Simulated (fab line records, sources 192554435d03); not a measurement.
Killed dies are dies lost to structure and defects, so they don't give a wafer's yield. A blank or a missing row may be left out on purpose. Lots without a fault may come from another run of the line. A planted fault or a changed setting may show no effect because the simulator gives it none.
Which tool did it? | flow n5_finfet | 11 lots, 31 wafers sampled, at 3 steps of a route of 1938

WHAT THE GAUGES READ, wafer by wafer
N5_BEOL_M4_RC_MEAS_101.
lot  | measured     | on        | RS_PWELL (ohm/sq)
L972 | day 8 10:06  | prober-01 | 3006 3029 3005
L976 | day 9 03:26  | prober-01 | 3019 3027 3002
L982 | day 10 21:30 | prober-01 | 3117 3149
L983 | day 11 03:55 | prober-01 | 3156 3046
L986 | day 11 21:53 | prober-02 | 2991 2997 2976
L990 | day 12 10:33 | prober-01 | 3012 3004 3024
L991 | day 13 02:10 | prober-01 | 3010 3014 3021
L992 | day 13 11:05 | prober-02 | 3024 3029 2994
L993 | day 13 10:17 | prober-01 | 3026 2992 2993
L994 | day 13 17:25 | prober-02 | 2990 3029 3023
L995 | day 14 05:07 | prober-02 | 3032 3023 3011

WHICH TOOL RAN EACH LOT (tool, then ch and the chambers of the sampled wafers, then the start)
lot  | N5_ZERO_LAYER_PECVD_02         | N5_BEOL_M4_ANNEAL_51
L972 | pecvd-04 ch 0,1,2, day 1 12:17 | rtp_anneal-02 ch 0, day 8 08:50
L976 | pecvd-04 ch 1,2, day 2 12:17   | rtp_anneal-01 ch 0, day 9 02:05
L982 | pecvd-04 ch 1,2, day 4 00:17   | rtp_anneal-01 ch 0, day 10 20:22
L983 | pecvd-04 ch 0,2, day 4 06:17   | rtp_anneal-02 ch 0, day 11 02:48
L986 | pecvd-01 ch 0,1, day 5 00:17   | rtp_anneal-01 ch 0, day 11 20:59
L990 | pecvd-01 ch 0,2, day 6 00:17   | rtp_anneal-02 ch 0, day 12 09:24
L991 | pecvd-01 ch 0,1,2, day 6 06:19 | rtp_anneal-01 ch 0, day 13 00:56
L992 | pecvd-03 ch 1,2, day 6 12:17   | rtp_anneal-01 ch 0, day 13 10:11
L993 | pecvd-04 ch 0,2, day 6 18:18   | rtp_anneal-02 ch 0, day 13 08:56
L994 | pecvd-04 ch 0,1,2, day 7 00:17 | rtp_anneal-01 ch 0, day 13 16:17
L995 | pecvd-04 ch 0,1,2, day 7 06:17 | rtp_anneal-02 ch 0, day 14 04:07
- N5_ZERO_LAYER_PECVD_02: deposits SiO2 from SiH4/N2O, target thk 10 nm, time 6 s.
- N5_BEOL_M4_ANNEAL_51: time 90 s.

THE ANSWER, worked out from the rows above alone
Rule: what is usual is taken from the lots themselves. Put in order of their means at a reading, lots are off if they are a third of the lots or fewer, leave a main group of 4 or more, and stand apart from it by a gap of 3 or more times the standard deviation of the main group's means; of several such gaps the widest counts. A main group whose means are all the same, to the digits that the tables above print for the reading, isn't used. A lot without any number at a reading at which 4 lots or more have one is off too. The other lots that the step has rows for count as sound.
Off: L982, L983, at N5_BEOL_M4_RC_MEAS_101 (RS_PWELL). The main group: mean 3011 ohm/sq, standard deviation 9.3.
A tool fits if, at a process step before that reading, it ran every lot that is off, and no sound lot after the first of them. The gauges at N5_BEOL_M4_RC_MEAS_101 are tried like those tools. None of those tried fits.

WHAT THE SIMULATOR HAD PUT IN
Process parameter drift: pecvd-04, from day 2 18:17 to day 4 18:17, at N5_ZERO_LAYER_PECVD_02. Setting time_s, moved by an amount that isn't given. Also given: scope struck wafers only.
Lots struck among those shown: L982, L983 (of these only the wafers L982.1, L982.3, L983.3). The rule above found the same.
